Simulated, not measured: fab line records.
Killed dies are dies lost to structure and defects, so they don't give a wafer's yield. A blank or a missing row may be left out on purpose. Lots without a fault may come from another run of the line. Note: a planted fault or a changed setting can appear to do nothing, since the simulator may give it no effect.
fab line records	flow nand_harc
[record] lots = 13	wafers = 39	last_day = 24
route steps=1159 shown A_CONTACT@959 A_BLC@975 END@1159
lots that met no fault: from a run of the same line without faults
start_h: hours from the record's first day to the start of the lot's first wafer shown	wait_h: hours from the lot's prior step to this one	" same as the row above	L1.1+2: a single row standing in for several wafers	- no value, or no start was given	* or withheld: withheld	< > ~ a bound
route shown NAME@n: names a module that has steps shown in the file, with the first one's number in the route	usual: the fault-free wafers' mean and standard deviation	same: alike in all rows	chamber/n: place in a boat	sites: per-site readings	_std_site: standard deviation of those values	_edge_site: mean of outer sites minus mean of inner sites	radius_mm: for every site, how far away it sits from the centre of the wafer	mask NAME#n: copy n	behind: the last tool/chamber to shape the wafer	hold: why the lot was held/for how many hours/how that ended	device: the n, p or np transistor that did not switch	end of line: tests of these same wafers at the route's end	a step with no rows: only its recipe	killed: not the wafer's yield, but the dies lost to structure and defects at the first sort	map: per-die view of a wafer (x killed, . not killed, _ where there is no die)
set.NAME: setting as actually run; set.NAME@STEP: the setting as run at that earlier step	model.NAME: the simulator's own value behind a step, which no gauge read
route steps across a sampled set of lots; one table per step, one row per wafer
services: from which hour (start_h, from the record's first day; less than 0 if before it) a tool's chamber was out of use, for how many hours, and why
[[steps]]
[step NHARC_A_CONTACT_CVD_19]
[recipe] target_thk_a = 3000	temp_c = 300	pressure_torr = 40	wf6_flow_sccm = 40	h2_flow_sccm = 1600	ar_flow_sccm = 1560	time_s = 802	material = W
[usual] heater_power_w = 420/40	mfc_ar_sccm = 1560/4.6	throttle_valve_pct = 7.88/0.2
lot.wafer	tool	chamber	start_h	wait_h	heater_power_w	mfc_ar_sccm	throttle_valve_pct
L242.2	cvd_w-02	0	-	-	368	1553	7.55
L242.1	"	1	"	"	438	1566	7.95
L242.6	"	0	"	"	358	1561	7.92
L241.1	cvd_w-01	1	-	-	458	1558	8.08
L241.2	"	0	"	"	393	1555	7.52
L241.6	"	1	"	"	464	1560	8.09
L245.2	cvd_w-02	0	-	-	372	1552	7.86
L245.1	"	1	"	"	439	1564	7.74
L245.5	"	1	"	"	433	1557	7.71
L244.4	cvd_w-01	0	-	-	398	1557	7.55
L244.3	"	1	"	"	471	1554	8.05
L244.5	"	1	"	"	486	1562	7.97
L243.1	cvd_w-01	0	-	-	400	1555	7.69
L243.4	"	1	"	"	469	1571	8.09
L243.5	"	0	"	"	396	1557	7.75
L247.1	cvd_w-02	0	-	-	373	1558	7.72
L247.4	"	1	"	"	446	1557	8.02
L247.6	"	1	"	"	416	1562	7.82
L249.1	cvd_w-01	1	-	-	472	1559	8.14
L249.3	"	0	"	"	400	1568	7.86
L249.5	"	0	"	"	398	1559	7.58
L252.1	cvd_w-01	1	-	-	478	1562	7.91
L252.6	"	1	"	"	481	1562	7.83
L252.5	"	0	"	"	390	1557	7.73
L251.1	cvd_w-01	1	-	-	477	1562	8.41
L251.4	"	0	"	"	396	1570	7.88
L251.5	"	0	"	"	407	1569	7.91
L254.1	cvd_w-01	0	-	-	405	1554	7.88
L254.3	"	0	"	"	401	1562	7.57
L254.5	"	0	"	"	391	1563	7.63
L253.2	cvd_w-01	1	-	-	480	1555	7.95
L253.1	"	0	"	"	392	1554	7.94
L253.4	"	0	"	"	387	1557	7.95
L264.1	cvd_w-02	0	-	-	367	1554	7.77
L264.2	"	1	"	"	425	1557	8.07
L264.6	"	0	"	"	366	1557	7.84
L263.1	cvd_w-01	0	-	-	382	1560	7.89
L263.4	"	0	"	"	400	1558	7.68
L263.6	"	1	"	"	444	1553	7.96
[step NHARC_A_BLC_OVL_MEAS_11]
[usual] overlay_x_nm = 0.0/0.78	overlay_y_nm = 0.1/0.81
lot.wafer	tool	chamber	start_h	wait_h	overlay_x_nm	overlay_y_nm
L242.1	overlay-02	-	396.62	-	-0.1	0.5
L242.2	"	-	"	"	0.5	0.8
L242.6	"	-	"	"	0.3	0.9
L241.1	overlay-02	-	398.03	-	-1.7	-0.8
L241.2	"	-	"	"	-1.4	-0.3
L241.6	"	-	"	"	-1.4	-0.2
L244.3	overlay-01	-	407.02	-	-0.3	1.8
L244.4	"	-	"	"	-0.1	1.6
L244.5	"	-	"	"	-0.7	1.7
L245.1	overlay-02	-	407.17	-	1.2	0.0
L245.2	"	-	"	"	0.3	-0.1
L245.5	"	-	"	"	0.7	-0.2
L243.1	overlay-02	-	411.00	-	-0.5	-1.4
L243.4	"	-	"	"	-0.7	-1.2
L243.5	"	-	"	"	0.0	-0.9
L247.1	overlay-01	-	423.21	-	-0.6	0.1
L247.4	"	-	"	"	-0.5	-0.4
L247.6	"	-	"	"	-0.3	0.1
L249.1	overlay-02	-	440.88	-	-0.2	0.3
L249.3	"	-	"	"	0.3	0.3
L249.5	"	-	"	"	0.4	0.0
L252.1	overlay-01	-	446.02	-	-1.4	0.1
L252.5	"	-	"	"	-1.5	-0.6
L252.6	"	-	"	"	-2.1	-0.6
L251.1	overlay-02	-	458.47	-	0.4	-0.4
L251.4	"	-	"	"	0.3	-0.5
L251.5	"	-	"	"	0.2	-1.0
L254.1	overlay-02	-	459.09	-	-0.6	0.6
L254.3	"	-	"	"	-0.2	0.0
L254.5	"	-	"	"	0.0	0.2
L253.1	overlay-01	-	459.85	-	0.3	0.1
L253.2	"	-	"	"	-0.1	-0.6
L253.4	"	-	"	"	0.6	0.1
L264.1	overlay-01	-	516.18	-	0.3	1.1
L264.2	"	-	"	"	-0.3	1.4
L264.6	"	-	"	"	-0.3	1.5
L263.1	overlay-01	-	521.76	-	-0.7	-0.7
L263.4	"	-	"	"	-1.0	0.3
L263.6	"	-	"	"	-0.7	-0.1
[step NHARC_A_BLC_STRIP_21]
[recipe] o2_flow_sccm = 500	ar_flow_sccm = 0	bias_w = 0	chemistry = O2
[usual] bias_w = 0/0	chamber_pressure_mTorr = 60.00/0.057	drypump_motor_current_A = 5.9/0.53	mfc_ar_sccm = 0.005/0.0077	oes_product_au = 0.997/0.014	rf_vpp_V = 57.8/0.91	showerhead_plenum_p_Torr = 3.48/0.12	throttle_valve_pct = 17.036/0.0089
lot.wafer	tool	chamber	start_h	wait_h	bias_w	chamber_pressure_mTorr	drypump_motor_current_A	mfc_ar_sccm	oes_product_au	rf_hours_counter_h	rf_vpp_V	showerhead_plenum_p_Torr	throttle_valve_pct
L242.2	rie_diel-01	3	398.37	0.1	0	60.08	5.9	0.024	1.011	8	59.7	3.37	17.062
L242.1	"	1	"	"	0	60.03	6.6	0	1.009	8	58.0	3.48	17.055
L242.6	"	2	"	"	0	59.99	5.0	0.001	0.998	-	56.2	3.43	17.028
L241.1	rie_diel-05	1	399.47	0.1	0	60.02	6.4	0	0.979	4	59.9	3.68	17.016
L241.2	"	3	"	"	0	60.00	6.2	0.007	0.972	4	58.5	3.41	17.047
L241.6	"	1	"	"	0	59.96	6.4	0	0.969	-	59.4	3.68	17.032
L244.4	rie_diel-05	2	408.27	0.1	0	60.05	5.4	0.012	0.993	4	57.1	3.65	17.040
L244.3	"	0	"	"	0	59.96	6.5	0	0.979	5	59.0	3.53	17.025
L244.5	"	3	"	"	0	60.06	6.2	0.007	0.976	-	58.2	3.41	17.037
L245.1	rie_diel-01	2	408.42	0.1	0	60.09	5.1	0.001	1.008	7	58.4	3.43	17.045
L245.2	"	3	"	"	0	59.96	5.9	0.024	1.015	9	56.3	3.37	17.044
L245.5	"	2	"	"	0	59.95	5.1	0.001	1.002	-	56.6	3.43	17.023
L243.4	rie_diel-05	1	412.26	0.1	0	60.09	6.3	0	0.989	5	58.5	3.68	17.040
L243.1	"	2	"	"	0	60.07	5.5	0.012	0.998	5	58.6	3.65	17.044
L243.5	"	0	"	"	0	60.03	6.4	0	0.972	-	56.4	3.53	17.048
L247.4	rie_diel-08	3	424.47	0.1	0	60.07	5.2	0	0.995	33	57.4	3.44	17.030
L247.1	"	1	"	"	0	59.95	6.6	0	0.991	45	59.1	3.67	17.042
L247.6	"	3	"	"	0	60.03	5.2	0	0.987	-	56.6	3.44	17.031
L249.1	rie_diel-05	1	442.15	0.1	0	60.05	6.4	0	0.996	9	57.5	3.68	17.039
L249.3	"	2	"	"	0	60.04	5.5	0.012	1.000	9	60.0	3.65	17.022
L249.5	"	3	"	"	0	59.95	6.2	0.007	0.985	-	57.9	3.41	17.019
L252.1	rie_diel-01	0	447.29	0.1	0	59.99	5.3	0	1.011	13	57.6	3.32	17.041
L252.6	"	0	"	"	0	60.02	5.3	0	1.019	-	58.7	3.32	17.038
L252.5	"	1	"	"	0	60.03	6.6	0	1.000	-	57.3	3.48	17.049
L251.4	rie_diel-01	0	459.72	0.1	0	60.02	5.3	0	1.022	15	56.5	3.32	17.034
L251.1	"	1	"	"	0	60.09	6.6	0	1.012	14	58.4	3.48	17.040
L251.5	"	0	"	"	0	60.04	5.3	0	1.021	-	58.7	3.32	17.018
L254.1	rie_diel-05	1	460.46	0.1	-	-	-	-	-	-	-	-	-
L254.3	"	2	"	"	-	-	-	-	-	-	-	-	-
L254.5	"	0	"	"	-	-	-	-	-	-	-	-	-
L253.1	rie_diel-05	0	461.11	0.1	-	-	-	-	-	-	-	-	-
L253.2	"	1	"	"	-	-	-	-	-	-	-	-	-
L253.4	"	2	"	"	-	-	-	-	-	-	-	-	-
L264.1	rie_diel-05	3	517.43	0.1	0	59.97	6.2	0.007	0.992	20	57.8	3.40	17.044
L264.2	"	1	"	"	0	60.08	6.4	0	1.008	19	57.6	3.68	17.016
L264.6	"	0	"	"	0	60.08	6.4	0	0.984	-	57.7	3.52	17.044
L263.1	rie_diel-01	2	523.08	0.1	0	60.00	5.1	0.001	1.007	2	57.7	3.42	17.023
L263.4	"	1	"	"	0	59.96	6.7	0	1.012	2	57.0	3.48	17.047
L263.6	"	2	"	"	0	59.91	5.0	0.001	1.013	-	57.3	3.42	17.029
[step NHARC_A_BLC_DEGAS_30]
[recipe] temp_c = 300	time_s = 60
[usual] heater_power_w = 484/45
lot.wafer	tool	chamber	start_h	wait_h	heater_power_w
L242.2	pvd_sputter-03	-	398.78	-	465
L242.1	"	-	"	"	476
L242.6	"	-	"	"	425
L241.2	pvd_sputter-01	-	399.89	-	508
L241.1	"	-	"	"	522
L241.6	"	-	"	"	488
L244.3	pvd_sputter-03	-	408.69	-	464
L244.4	"	-	"	"	483
L244.5	"	-	"	"	430
L245.2	pvd_sputter-01	-	408.85	-	463
L245.1	"	-	"	"	516
L245.5	"	-	"	"	468
L243.1	pvd_sputter-01	-	412.67	-	517
L243.4	"	-	"	"	494
L243.5	"	-	"	"	525
L247.4	pvd_sputter-03	-	424.89	-	415
L247.1	"	-	"	"	471
L247.6	"	-	"	"	463
L249.3	pvd_sputter-03	-	442.55	-	467
L249.1	"	-	"	"	426
L249.5	"	-	"	"	473
L252.1	pvd_sputter-03	-	447.75	-	456
L252.6	"	-	"	"	471
L252.5	"	-	"	"	424
L251.1	pvd_sputter-01	-	460.14	-	461
L251.4	"	-	"	"	519
L251.5	"	-	"	"	473
L254.1	pvd_sputter-01	-	460.86	-	488
L254.3	"	-	"	"	517
L254.5	"	-	"	"	486
L253.1	pvd_sputter-01	-	461.52	-	470
L253.2	"	-	"	"	518
L253.4	"	-	"	"	492
L264.1	pvd_sputter-03	-	517.86	-	486
L264.2	"	-	"	"	466
L264.6	"	-	"	"	423
L263.4	pvd_sputter-03	-	523.50	-	485
L263.1	"	-	"	"	418
L263.6	"	-	"	"	457
[step NHARC_END_SORT_01]
[recipe] temp_c = 25
[usual] killed_at_array = 29/8.4	killed_at_other = 0.7/1.2	killed_at_periphery = 3.8/2.1	killed_dies = 33/9	killed_open = 3.4/2	killed_short = 2.1/1.4
[same] gross_dies = 677
lot.wafer	tool	chamber	start_h	wait_h	hold	killed_at_array	killed_at_other	killed_at_periphery	killed_dies	killed_open	killed_short
L245.1	prober-02	0	479.94	2.5	-	41	0	6	47	3	1
L245.2	prober-02	0	480.74	2.8	-	26	0	6	32	2	1
L245.5	prober-02	0	483.14	3.7	-	31	0	6	37	2	3
L244.3	prober-01	0	481.45	3.1	-	36	1	2	39	3	2
L244.4	prober-01	0	482.25	3.4	-	26	0	5	31	6	1
L244.5	prober-01	0	483.06	3.7	-	34	1	3	38	2	2
L241.1	prober-01	0	487.65	2.5	-	33	0	8	41	5	2
L241.2	prober-01	0	488.46	2.8	-	29	0	5	34	5	1
L241.6	prober-01	0	491.68	4.0	-	29	0	3	32	1	2
L243.1	prober-02	0	487.74	2.5	-	48	1	2	51	2	2
L243.4	prober-02	0	490.11	3.4	-	30	1	5	36	2	2
L243.5	prober-02	0	490.89	3.7	-	32	0	6	38	7	2
L242.1	prober-02	0	495.49	2.5	-	24	0	4	28	2	3
L242.2	prober-02	0	496.29	2.8	-	19	0	3	22	0	3
L242.6	prober-02	0	499.47	4.0	-	27	0	6	33	5	5
L247.1	prober-01	0	495.51	2.5	-	37	0	5	42	1	3
L247.4	prober-01	0	497.92	3.4	-	36	1	1	38	2	4
L247.6	prober-01	0	499.52	4.0	-	36	0	3	39	3	4
L249.1	prober-01	0	511.08	2.5	-	22	0	2	24	4	2
L249.3	prober-01	0	512.70	3.1	-	23	0	0	23	2	5
L249.5	prober-01	0	514.31	3.7	-	22	0	4	26	5	0
L252.1	prober-02	0	518.89	2.5	-	19	0	5	24	3	1
L252.5	prober-02	0	522.07	3.7	-	25	0	7	32	2	2
L252.6	prober-02	0	522.86	4.0	-	22	0	2	24	2	1
L254.1	prober-01	0	518.95	2.5	await_dispo/26.1h/scrap	672	0	5	677	4	3
L254.3	prober-01	0	520.55	3.1	await_dispo/26.1h/scrap	674	0	3	677	2	3
L254.5	prober-01	0	522.15	3.7	await_dispo/26.1h/scrap	671	1	5	677	3	2
L251.1	prober-02	0	526.62	2.5	-	38	0	6	44	5	6
L251.4	prober-02	0	529.03	3.4	-	36	0	5	41	4	3
L251.5	prober-02	0	529.83	3.7	-	34	0	5	39	2	2
L253.1	prober-01	0	526.72	2.5	await_dispo/3.6h/scrap	672	3	2	677	3	0
L253.2	prober-01	0	527.53	2.8	await_dispo/3.6h/scrap	676	0	1	677	1	0
L253.4	prober-01	0	529.15	3.4	await_dispo/3.6h/scrap	674	2	1	677	3	2
L264.1	prober-02	0	565.46	2.5	-	17	0	5	22	3	0
L264.2	prober-02	0	566.26	2.8	-	18	0	5	23	3	3
L264.6	prober-02	0	569.46	4.0	-	25	0	2	27	3	3
L263.1	prober-01	0	572.97	2.5	-	37	0	5	42	7	0
L263.4	prober-01	0	575.38	3.4	-	46	2	3	51	5	6
L263.6	prober-01	0	576.99	4.0	-	42	1	5	48	6	1
// killed by level:class
L245.1 A_SLIT:chamber_film_flake=17 A_CONTACT:chamber_film_flake=9 A_CHANNEL_HOLE_D1:chamber_film_flake=8 P_BONDPAD:chamber_film_flake=5 A_WL_FILL:chamber_film_flake=3 P_GATE:geometric_particle:open=1 A_CHANNEL_FILL_D1:geometric_particle:short=1 A_CONTACT:geometric_particle:open=1
L245.2 A_SLIT:chamber_film_flake=9 A_CONTACT:chamber_film_flake=8 P_BONDPAD:chamber_film_flake=3 A_CHANNEL_HOLE_D1:chamber_film_flake=3 A_WL_FILL:chamber_film_flake=3 P_CONTACT:geometric_particle:open=2 A_STAIRCASE:chamber_film_flake=2 A_CONTACT:geometric_particle:short=1
L244.3 A_CHANNEL_HOLE_D1:chamber_film_flake=19 A_SLIT:chamber_film_flake=10 A_CONTACT:geometric_particle:open=2 A_STAIRCASE:chamber_film_flake=2 A_CONTACT:chamber_film_flake=2 P_M1:geometric_particle:open=1 A_CONTACT:geometric_particle:short=1 STARTING-WAFER:geometric_particle:short=1
L244.4 A_CHANNEL_HOLE_D1:chamber_film_flake=12 A_SLIT:chamber_film_flake=6 P_GATE:geometric_particle:open=2 P_CONTACT:geometric_particle:open=2 A_CONTACT:chamber_film_flake=2 A_SGD_CUT:chamber_film_flake=2 A_ONON_D1:geometric_particle:short=1 A_CONTACT:geometric_particle:open=1
L244.5 A_CHANNEL_HOLE_D1:chamber_film_flake=13 A_SLIT:chamber_film_flake=12 A_CONTACT:chamber_film_flake=4 A_WL_FILL:geometric_particle:short=2 P_BONDPAD:chamber_film_flake=2 A_STAIRCASE:chamber_film_flake=2 A_CONTACT:geometric_particle:open=1 STARTING-WAFER:geometric_particle:open=1
L245.5 A_SLIT:chamber_film_flake=13 A_CONTACT:chamber_film_flake=8 P_BONDPAD:chamber_film_flake=5 A_CHANNEL_HOLE_D1:chamber_film_flake=4 P_M0:geometric_particle:open=1 A_CHANNEL_HOLE_D1:geometric_particle:short=1 A_CHANNEL_FILL_D1:geometric_particle:short=1 A_SGD_CUT:geometric_particle:short=1
L241.1 A_CHANNEL_HOLE_D1:chamber_film_flake=12 A_SLIT:chamber_film_flake=8 A_STAIRCASE:chamber_film_flake=4 A_CONTACT:chamber_film_flake=4 P_M0:chamber_film_flake=2 P_M1:chamber_film_flake=2 A_CHANNEL_FILL_D1:chamber_film_flake=2 P_GATE:geometric_particle:open=1
L243.1 A_CHANNEL_HOLE_D1:chamber_film_flake=20 A_CONTACT:chamber_film_flake=9 A_STAIRCASE:chamber_film_flake=8 A_M0:chamber_film_flake=5 A_WL_FILL:geometric_particle:short=2 A_SLIT:chamber_film_flake=2 P_M0:geometric_particle:open=1 A_ONON_D1:geometric_particle:open=1
L241.2 A_SLIT:chamber_film_flake=11 A_CHANNEL_HOLE_D1:chamber_film_flake=7 A_STAIRCASE:chamber_film_flake=3 P_M0:chamber_film_flake=2 A_CHANNEL_FILL_D1:chamber_film_flake=2 A_CONTACT:chamber_film_flake=2 P_M0:geometric_particle:short=1 P_M1:geometric_particle:open=1
L243.4 A_CHANNEL_HOLE_D1:chamber_film_flake=12 A_CONTACT:chamber_film_flake=5 A_STAIRCASE:chamber_film_flake=4 A_M0:chamber_film_flake=4 P_BONDPAD:chamber_film_flake=2 P_CONTACT:geometric_particle:open=1 A_ONON_D1:geometric_particle:short=1 A_SGD_CUT:geometric_particle:open=1
L243.5 A_CHANNEL_HOLE_D1:chamber_film_flake=10 A_STAIRCASE:chamber_film_flake=6 A_CONTACT:chamber_film_flake=6 A_CONTACT:geometric_particle:open=5 A_M0:chamber_film_flake=3 P_ZERO_WELL:chamber_film_flake=2 P_STI:chamber_film_flake=2 P_CONTACT:geometric_particle:open=1
L241.6 A_CHANNEL_HOLE_D1:chamber_film_flake=10 A_SLIT:chamber_film_flake=10 A_STAIRCASE:chamber_film_flake=4 A_CONTACT:chamber_film_flake=3 A_WL_FILL:geometric_particle:short=2 P_M1:chamber_film_flake=2 P_GATE:geometric_particle:open=1
L242.1 A_SLIT:chamber_film_flake=15 A_CHANNEL_HOLE_D1:chamber_film_flake=2 P_M0:geometric_particle:short=1 A_WL_FILL:geometric_particle:short=1 A_WL_FILL:geometric_particle:open=1 A_CONTACT:geometric_particle:short=1 A_BLC:geometric_particle:open=1 P_STI:chamber_film_flake=1
L247.1 A_CHANNEL_HOLE_D1:chamber_film_flake=18 A_SLIT:chamber_film_flake=10 P_CONTACT:chamber_film_flake=4 A_STAIRCASE:chamber_film_flake=2 A_CONTACT:chamber_film_flake=2 A_SOURCE_PLATE:geometric_particle:short=1 A_WL_FILL:geometric_particle:short=1 A_CONTACT:geometric_particle:short=1
L242.2 A_SLIT:chamber_film_flake=7 A_CONTACT:chamber_film_flake=4 P_M1:chamber_film_flake=3 A_ZERO_WELL:chamber_film_flake=3 A_CHANNEL_FILL_D1:geometric_particle:short=1 A_SLIT:geometric_particle:short=1 A_WL_FILL:geometric_particle:short=1 A_CHANNEL_HOLE_D1:chamber_film_flake=1
L247.4 A_CHANNEL_HOLE_D1:chamber_film_flake=19 A_SLIT:chamber_film_flake=11 P_CONTACT:geometric_particle:short=1 A_ONON_D1:geometric_particle:open=1 A_ONON_D1:geometric_particle:short=1 A_CHANNEL_HOLE_D1:geometric_particle:short=1 A_WL_FILL:geometric_particle:short=1 A_CONTACT:geometric_particle:open=1
L242.6 A_SLIT:chamber_film_flake=15 A_CHANNEL_HOLE_D1:chamber_film_flake=3 P_M1:chamber_film_flake=2 P_CONTACT:geometric_particle:short=1 P_M0:geometric_particle:open=1 P_M0:geometric_particle:short=1 A_ONON_D1:geometric_particle:short=1 A_CHANNEL_FILL_D1:geometric_particle:open=1
L247.6 A_CHANNEL_HOLE_D1:chamber_film_flake=17 A_SLIT:chamber_film_flake=9 A_CONTACT:chamber_film_flake=3 A_ONON_D1:geometric_particle:short=2 A_BLC:geometric_particle:short=2 P_M1:geometric_particle:open=1 A_ONON_D1:geometric_particle:open=1 A_WL_FILL:geometric_particle:open=1
L249.1 A_SLIT:chamber_film_flake=12 A_CHANNEL_HOLE_D1:chamber_film_flake=4 A_WL_FILL:geometric_particle:short=2 P_M2:geometric_particle:open=1 A_CHANNEL_HOLE_D1:geometric_particle:open=1 A_WL_FILL:geometric_particle:open=1 A_BLC:geometric_particle:open=1 P_ZERO_WELL:chamber_film_flake=1
L249.3 A_SLIT:chamber_film_flake=10 A_CHANNEL_HOLE_D1:chamber_film_flake=5 A_WL_FILL:geometric_particle:short=4 A_WL_FILL:geometric_particle:open=1 A_CONTACT:geometric_particle:short=1 A_M0:geometric_particle:open=1 A_STAIRCASE:chamber_film_flake=1
L249.5 A_SLIT:chamber_film_flake=13 A_CHANNEL_HOLE_D1:chamber_film_flake=6 P_CONTACT:geometric_particle:open=1 P_M1:geometric_particle:open=1 A_CHANNEL_HOLE_D1:geometric_particle:open=1 A_CONTACT:geometric_particle:open=1 A_BONDPAD:geometric_particle:open=1 P_STI:chamber_film_flake=1
L252.1 A_SLIT:chamber_film_flake=11 A_CHANNEL_HOLE_D1:chamber_film_flake=3 A_CONTACT:chamber_film_flake=3 P_GATE:geometric_particle:open=1 P_M0:geometric_particle:open=1 P_M0:geometric_particle:short=1 A_ONON_D1:geometric_particle:open=1 P_STI:chamber_film_flake=1
L254.1 A_BLC:area_strip=651 A_SLIT:chamber_film_flake=11 A_STAIRCASE:chamber_film_flake=4 A_CHANNEL_HOLE_D1:chamber_film_flake=3 P_CONTACT:geometric_particle:open=2 P_STI:geometric_particle:open=1 P_GATE:geometric_particle:short=1 P_M0:geometric_particle:open=1
L254.3 A_BLC:area_strip=642 A_SLIT:chamber_film_flake=10 A_CHANNEL_HOLE_D1:chamber_film_flake=7 A_STAIRCASE:chamber_film_flake=7 A_WL_FILL:chamber_film_flake=2 P_CONTACT:geometric_particle:short=1 A_CHANNEL_HOLE_D1:geometric_particle:short=1 A_WL_FILL:geometric_particle:open=1
L252.5 A_SLIT:chamber_film_flake=11 A_CHANNEL_HOLE_D1:chamber_film_flake=5 P_CONTACT:chamber_film_flake=3 A_CONTACT:chamber_film_flake=3 P_GATE:chamber_film_flake=2 A_WL_FILL:chamber_film_flake=2 P_GATE:geometric_particle:short=1 P_CONTACT:geometric_particle:open=1
L254.5 A_BLC:area_strip=638 A_SLIT:chamber_film_flake=13 A_STAIRCASE:chamber_film_flake=10 A_CHANNEL_HOLE_D1:chamber_film_flake=5 P_CONTACT:geometric_particle:open=2 A_WL_FILL:geometric_particle:short=2 P_GATE:chamber_film_flake=2 A_CONTACT:chamber_film_flake=2
L252.6 A_SLIT:chamber_film_flake=12 A_CHANNEL_HOLE_D1:chamber_film_flake=3 A_WL_FILL:chamber_film_flake=2 P_CONTACT:geometric_particle:open=1 A_ONON_D1:geometric_particle:open=1 A_WL_FILL:geometric_particle:short=1 P_GATE:chamber_film_flake=1 A_CHANNEL_FILL_D1:chamber_film_flake=1
L251.1 A_CHANNEL_HOLE_D1:chamber_film_flake=11 A_M0:chamber_film_flake=8 A_WL_FILL:chamber_film_flake=4 A_WL_FILL:geometric_particle:short=2 A_CONTACT:geometric_particle:open=2 P_ZERO_WELL:chamber_film_flake=2 A_CHANNEL_FILL_D1:chamber_film_flake=2 A_CONTACT:chamber_film_flake=2
L253.1 A_BLC:area_strip=650 A_CHANNEL_HOLE_D1:chamber_film_flake=12 A_CONTACT:chamber_film_flake=6 THIN_TSV:chamber_film_flake=3 A_ONON_D1:geometric_particle:open=1 A_WL_FILL:geometric_particle:open=1 A_BLC:geometric_particle:open=1 P_GATE:chamber_film_flake=1
L253.2 A_BLC:area_strip=647 A_CHANNEL_HOLE_D1:chamber_film_flake=20 A_CONTACT:chamber_film_flake=4 A_STAIRCASE:chamber_film_flake=2 A_ONON_D1:geometric_particle:open=1 P_ZERO_WELL:chamber_film_flake=1 A_WL_FILL:chamber_film_flake=1 A_M0:chamber_film_flake=1
L251.4 A_CHANNEL_HOLE_D1:chamber_film_flake=15 A_CHANNEL_FILL_D1:chamber_film_flake=4 A_CONTACT:chamber_film_flake=4 A_M0:chamber_film_flake=4 A_STAIRCASE:chamber_film_flake=2 A_WL_FILL:chamber_film_flake=2 P_CONTACT:geometric_particle:open=1 P_M0:geometric_particle:short=1
L253.4 A_BLC:area_strip=644 A_CHANNEL_HOLE_D1:chamber_film_flake=17 A_STAIRCASE:chamber_film_flake=3 A_CONTACT:chamber_film_flake=3 A_ONON_D1:geometric_particle:open=2 A_WL_FILL:geometric_particle:short=2 THIN_TSV:chamber_film_flake=2 A_BLC:geometric_particle:open=1
L251.5 A_CHANNEL_HOLE_D1:chamber_film_flake=25 P_CONTACT:chamber_film_flake=3 A_M0:chamber_film_flake=3 A_WL_FILL:chamber_film_flake=2 P_M0:geometric_particle:open=1 A_CHANNEL_FILL_D1:geometric_particle:short=1 A_WL_FILL:geometric_particle:short=1 A_BLC:geometric_particle:open=1
L264.1 A_CHANNEL_HOLE_D1:chamber_film_flake=7 A_STAIRCASE:chamber_film_flake=4 P_GATE:chamber_film_flake=3 A_WL_FILL:geometric_particle:open=2 A_WL_FILL:chamber_film_flake=2 A_CONTACT:chamber_film_flake=2 P_STI:geometric_particle:open=1 P_ZERO_WELL:chamber_film_flake=1
L264.2 P_GATE:chamber_film_flake=4 A_CHANNEL_HOLE_D1:chamber_film_flake=4 A_STAIRCASE:chamber_film_flake=3 A_WL_FILL:chamber_film_flake=3 A_WL_FILL:geometric_particle:short=2 A_CONTACT:chamber_film_flake=2 A_CHANNEL_FILL_D1:geometric_particle:open=1 A_CONTACT:geometric_particle:open=1
L264.6 A_CHANNEL_HOLE_D1:chamber_film_flake=10 A_CONTACT:chamber_film_flake=4 A_BONDPAD:chamber_film_flake=2 P_GATE:geometric_particle:open=1 A_ONON_D1:geometric_particle:short=1 A_SGD_CUT:geometric_particle:short=1 A_WL_FILL:geometric_particle:open=1 A_CONTACT:geometric_particle:short=1
L263.1 A_SLIT:chamber_film_flake=16 A_CHANNEL_HOLE_D1:chamber_film_flake=9 A_STAIRCASE:chamber_film_flake=4 A_WL_FILL:geometric_particle:open=3 A_CONTACT:chamber_film_flake=3 P_M0:geometric_particle:open=2 P_ZERO_WELL:chamber_film_flake=2 A_SGD_CUT:geometric_particle:open=1
L263.4 A_SLIT:chamber_film_flake=25 A_CONTACT:chamber_film_flake=7 A_CHANNEL_HOLE_D1:chamber_film_flake=4 P_GATE:geometric_particle:short=2 A_WL_FILL:geometric_particle:short=2 A_WL_FILL:geometric_particle:open=2 A_STAIRCASE:chamber_film_flake=2 THIN_TSV:chamber_film_flake=2
L263.6 A_SLIT:chamber_film_flake=19 A_CHANNEL_HOLE_D1:chamber_film_flake=12 A_CONTACT:chamber_film_flake=4 A_STAIRCASE:chamber_film_flake=3 A_WL_FILL:geometric_particle:open=2 P_GATE:chamber_film_flake=2 P_GATE:geometric_particle:open=1 P_CONTACT:geometric_particle:short=1
[[services]]
tool	chamber	start_h	hours	kind
rie_diel-05	0	374.30	-	clean
rie_diel-05	1	374.30	-	clean
rie_diel-05	2	374.30	-	clean
rie_diel-05	3	374.30	-	clean
cvd_w-02	-	381.42	13.0	pm
rie_diel-05	0	398.80	-	clean
rie_diel-05	1	398.80	-	clean
rie_diel-05	2	398.80	-	clean
rie_diel-05	3	398.80	-	clean
rie_diel-01	2	400.87	3.2	repair
rie_diel-05	-	402.94	0.5	repair
rie_diel-05	0	423.30	-	clean
rie_diel-08	3	455.00	9.4	repair
pvd_sputter-03	-	458.00	10.0	pm
rie_diel-05	1	466.88	7.2	repair
cvd_w-01	-	475.77	13.0	pm
cvd_w-01	0	475.77	13.0	vent_cycle
cvd_w-01	1	475.77	13.0	vent_cycle
rie_diel-08	-	479.29	9.0	pm
cvd_w-01	0	488.77	-	clean
cvd_w-01	1	488.77	-	clean
rie_diel-01	-	491.80	9.0	pm
pvd_sputter-01	-	514.01	10.0	pm
rie_diel-05	-	517.80	9.0	pm
[[key]]
[first_sign] step = NHARC_A_BLC_STRIP_21	reading = tool_record	direction = missing
[effect] step = NHARC_END_SORT_01	reading = killed_at_array	direction = up	sigmas = 76	usual = 29	struck = 673
[more_kills_born_at] NHARC_A_BLC_STRIP_21@rie_diel-05 = 3872
met_at NHARC_A_BLC_STRIP_21
struck_lots L253,L254
later_rows_left_out L253.1,L253.2,L253.4,L254.1,L254.3,L254.5
tester_left_out L253,L254
not_acting_at NHARC_A_CONTACT_CVD_19,NHARC_A_BLC_OVL_MEAS_11,NHARC_A_BLC_DEGAS_30
onset_between 442.15 460.46
[fault] kind = skipped_step_whole	tool = rie_diel-05	chamber = -	onset_h = 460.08	steps = NHARC_A_BLC_STRIP_21	scope = struck_lots_only
// tester_left_out: of these lots the tester's yield and bins aren't shown, on N5 and GAA mostly nor the transistor test; their killed dies are dies lost to structure and defects alone, not to doping, threshold or leakage, so they don't give the yield
// later_rows_left_out: the simulator's readings of these wafers behind a module that went badly wrong aren't trusted and aren't shown, but for the sort
